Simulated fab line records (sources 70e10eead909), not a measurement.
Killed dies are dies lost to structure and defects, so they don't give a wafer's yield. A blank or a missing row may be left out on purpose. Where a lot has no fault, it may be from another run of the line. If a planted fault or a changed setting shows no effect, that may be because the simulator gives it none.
A struck lot beside a sound one / flow nand harc / 13 out of 1302 route steps
Sound: wafers L588.1, L588.4, L588.6. The struck wafers were L604.2, L604.5, L604.6. The cause comes at the end.
Each step with rows lists, per side, the tool, then ch with its chambers, then its first start. Under that, the readings that differ: sound wafers / struck wafers / difference of the means / sigmas: that difference in standard deviations of wafers without a fault.
alike: a reading whose means differ by less than 2 such deviations, as well as words and numbers matching on both sides. not compared: withheld readings; readings where some wafer has no value; bounds like >300 that might hide an equal value; numbers whose values overlap and for which the record gives no deviation.
Wherever a step has rows on one side only, a row that says differs or no value, or a row with sigmas, the two part there. Numbers that have no deviation but don't overlap get no sigmas and don't part them. A reading missing from all wafers of one side parts the sides only when that side holds two or more wafers.

NHARC_A_STAIRCASE_DESCUM_291: chemistry O2, time 3 s.
  sound on rie diel-01 ch 1,2, day 19 10:40; struck on rie diel-13 ch 1,2, day 26 00:13
reading=showerhead plenum p Torr (Torr); sound=2.04 2.04 2.04; struck=1.86 1.83 1.87; difference=-0.19; sigmas=-2
  alike: drypump motor current A, oes product au, rf vpp V, throttle valve pct
  not compared: rf hours counter h
NHARC_A_STAIRCASE_ETCH_292: etches the open film in CF4/CHF3.
  sound on rie diel-01 ch 1,3, day 19 14:04; struck on rie diel-13 ch 0,3, day 26 00:18
  alike: drypump motor current A, oes product au, rf vpp V, showerhead plenum p Torr, throttle valve pct
  not compared: rf hours counter h
then, 2 steps without rows for these wafers: NHARC_A_STAIRCASE_HM_OPEN_460 (chemistry O2/COS); NHARC_A_STAIRCASE_STRIP_461 (strips in O2/COS).
NHARC_A_STAIRCASE_ETCH_452: etches the open film in CF4/O2, target depth 30 nm, overetch 3 nm, time 16.5 s.
  sound: rie diel-01 ch 0,1; struck: rie diel-13 ch 0,1,2
  alike: drypump motor current A, oes product au, rf vpp V, showerhead plenum p Torr, throttle valve pct
  not compared: rf hours counter h
NHARC_A_STAIRCASE_ETCH_294: etches the open film in C4F8/O2/Ar, target depth 4989 nm, time 1211.6 s.
  sound: rie diel-01 ch 0,1,3; struck: rie diel-13 ch 0,3
  alike: oes product au, rf vpp V
  not compared: rf hours counter h
NHARC_A_STAIRCASE_STRIP_295: strips in O2.
  sound: rie diel-01 ch 2,3; struck: rie diel-13 ch 1,2
  alike: drypump motor current A, oes product au, rf vpp V, showerhead plenum p Torr, throttle valve pct
  not compared: rf hours counter h
then, 4 steps without rows for these wafers: NHARC_A_STAIRCASE_STRIP_296 (strips in SPM, time 900 s); NHARC_A_STAIRCASE_PRECLEAN_297 (cleans in SC1); NHARC_A_STAIRCASE_SRD_298; NHARC_A_STAIRCASE_HM_DEP_462 (deposits aC, target thk 800 nm).
NHARC_A_STAIRCASE_DEP_301: deposits SiON, target thk 30 nm.
  sound on pecvd-02 ch 0,1,2, day 19 18:13; struck on pecvd-03 ch 1,2, day 26 04:22
reading=rf fwd power W (W); sound=350.4 350.6 349.4; struck=207.7 207.9 208.2; difference=-142.2; sigmas=-99 or more
reading=showerhead vpp V (V); sound=1129 1163 1134; struck=764 780 834; difference=-349; sigmas=-7
  alike: chamber pressure Torr, heater power outer w, heater power w
then, 1 step without rows for these wafers: NHARC_A_STAIRCASE_DEHYDRATE_302 (time 120 s).

== WHERE THEY PART ==
Earliest at NHARC_A_STAIRCASE_DESCUM_291; latest, in this record, at NHARC_A_STAIRCASE_DEP_301.

WHY: what the simulator had put in
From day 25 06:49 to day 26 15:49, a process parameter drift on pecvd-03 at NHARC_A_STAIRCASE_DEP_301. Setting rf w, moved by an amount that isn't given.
